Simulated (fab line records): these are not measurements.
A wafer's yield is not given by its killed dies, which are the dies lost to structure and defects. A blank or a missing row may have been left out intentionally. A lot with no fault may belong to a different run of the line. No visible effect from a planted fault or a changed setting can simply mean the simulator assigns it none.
Which tool was responsible? :: flow nand harc :: 6 lots with 18 wafers sampled at 5 steps, on a route of 1159 steps

WHAT THE GAUGES SHOWED, per wafer
NHARC_END_SORT_01.
lot: L749
measured: day 22 00:55
on: prober-01
killed at array: 91 78 78

WHICH TOOL RAN EACH LOT (tool, then ch and the chambers of the sampled wafers, then the start)
lot: L740
NHARC_A_CONTACT_ETCH_117: har cap etch-03 ch 0,1, day 16 14:10
NHARC_A_BONDPAD_PVD_17: pvd sputter-03, day 18 18:46 or earlier
NHARC_THIN_TSV_CMP_01: cmp-02 ch 1,2,3, day 18 18:46
NHARC_THIN_TSV_DESCUM_35: rie diel-10 ch 0,2,3, day 19 02:31

lot: L739
NHARC_A_CONTACT_ETCH_117: har cap etch-03 ch 1, day 16 21:59
NHARC_A_BONDPAD_PVD_17: pvd sputter-02, day 18 22:22 or earlier
NHARC_THIN_TSV_CMP_01: cmp-01 ch 0,1, day 18 22:22
NHARC_THIN_TSV_DESCUM_35: rie diel-10 ch 0,2,3, day 19 05:44

lot: L742
NHARC_A_CONTACT_ETCH_117: har cap etch-01 ch 0,1, day 17 22:29
NHARC_A_BONDPAD_PVD_17: pvd sputter-01, day 20 05:39 or earlier
NHARC_THIN_TSV_CMP_01: cmp-03 ch 0,1, day 20 05:39
NHARC_THIN_TSV_DESCUM_35: rie diel-10 ch 1,2, day 20 12:59

lot: L749
NHARC_A_CONTACT_ETCH_117: har cap etch-01 ch 0,1, day 19 07:37
NHARC_A_BONDPAD_PVD_17: pvd sputter-03, day 21 10:26 or earlier
NHARC_THIN_TSV_CMP_01: cmp-01 ch 0,2,3, day 21 10:26
NHARC_THIN_TSV_DESCUM_35: rie diel-06 ch 1,2,3, day 21 17:47

lot: L754
NHARC_A_CONTACT_ETCH_117: har cap etch-02 ch 0,1, day 20 08:01
NHARC_A_BONDPAD_PVD_17: pvd sputter-03, day 22 22:20 or earlier
NHARC_THIN_TSV_CMP_01: cmp-02 ch 0,2,3, day 22 22:20
NHARC_THIN_TSV_DESCUM_35: rie diel-08 ch 1,2, day 23 06:05

lot: L756
NHARC_A_CONTACT_ETCH_117: har cap etch-03 ch 0,1, day 20 22:16
NHARC_A_BONDPAD_PVD_17: pvd sputter-03, day 23 05:13 or earlier
NHARC_THIN_TSV_CMP_01: cmp-03 ch 1,2,3, day 23 05:13
NHARC_THIN_TSV_DESCUM_35: rie diel-10 ch 0,2,3, day 23 12:41
- NHARC_A_CONTACT_ETCH_117: etches the open film in C4F8/O2/Ar, time 94 s, target depth 922 nm.
- NHARC_A_BONDPAD_PVD_17: deposits TaN, target thk 5 nm, time 8.06 s.
- NHARC_THIN_TSV_CMP_01: polishes.
- NHARC_THIN_TSV_DESCUM_35: chemistry O2, time 3 s.

THE ANSWER, worked out from the rows above alone
Rule: what is usual is taken from the lots themselves. The widest of any qualifying gaps counts: lots, ordered by their means at a reading, are off when they make up no more than a third of the lots, leave a main group of 4 or more, and stand apart from it by 3 or more times the standard deviation of that group's means. If all means in a main group match to the digits the tables above print for the reading, that group is not used. Also off: a lot with no number at a reading for which 4 or more lots have one. Where the step has rows for the other lots, those lots are counted as sound.
No lot is off on any of the readings shown, so nothing can be concluded from this.

WHAT HAD BEEN PUT IN BY THE SIMULATOR
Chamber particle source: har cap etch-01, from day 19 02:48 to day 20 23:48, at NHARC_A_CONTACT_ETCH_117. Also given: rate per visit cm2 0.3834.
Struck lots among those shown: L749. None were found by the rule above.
